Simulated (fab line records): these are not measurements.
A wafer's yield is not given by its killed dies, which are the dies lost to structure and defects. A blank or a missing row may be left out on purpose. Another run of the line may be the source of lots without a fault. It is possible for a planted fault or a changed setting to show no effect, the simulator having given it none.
Matching of chambers    flow nand_harc    rie_diel-10 running NHARC_A_STAIRCASE_ETCHBACK_422: 4 sister chambers
The step etches the open film in CH3F/O2, target depth 40 nm, time 74.286 s. 4 wafers are shown with their chamber, then 12 later ones without.

== WAFERS PAIRED WITH THEIR CHAMBERS ==
wafer   chamber  drypump_motor_current_A (A)
L084.5  0        5.7
L090.1  1        5.0
L090.2  2        5.7
L090.4  3        6.2

== WAFERS MISSING THEIR CHAMBER ==
wafer   drypump_motor_current_A (A)
L093.1  5.0
L093.2  5.7
L093.4  6.3
L094.3  5.7
L094.4  6.2
L094.6  6.2
L097.2  5.7
L097.3  6.2
L097.4  5.7
L096.2  5.1
L096.3  6.2
L096.6  5.7

== EACH ONE'S CHAMBER ==
wafer   from the rows above      in truth
L093.1  1                        1
L093.2  can't be placed: 0 or 2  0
L093.4  3                        3
L094.3  can't be placed: 0 or 2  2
L094.4  3                        3
L094.6  3                        3
L097.2  can't be placed: 0 or 2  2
L097.3  3                        3
L097.4  can't be placed: 0 or 2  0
L096.2  1                        1
L096.3  3                        3
L096.6  can't be placed: 0 or 2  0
7 of 12 placed correctly. Unplaceable from these rows: 5, with the true chamber sitting among the candidates in 5. 0 placed wrongly.
How it was worked out, from the rows above alone: a wafer's distance from a chamber is the root of the sum, over the readings, of the square of ((its reading less the chamber's mean) divided by the reading's scatter). If the next closest chamber is less than 2 further off than the closest, the wafer can't be placed; otherwise it belongs to the closest. Each chamber's mean is taken over the wafers shown for it. The scatter: root of mean squared gap, hidden wafer to nearest shown wafer, with one shown wafer a chamber.
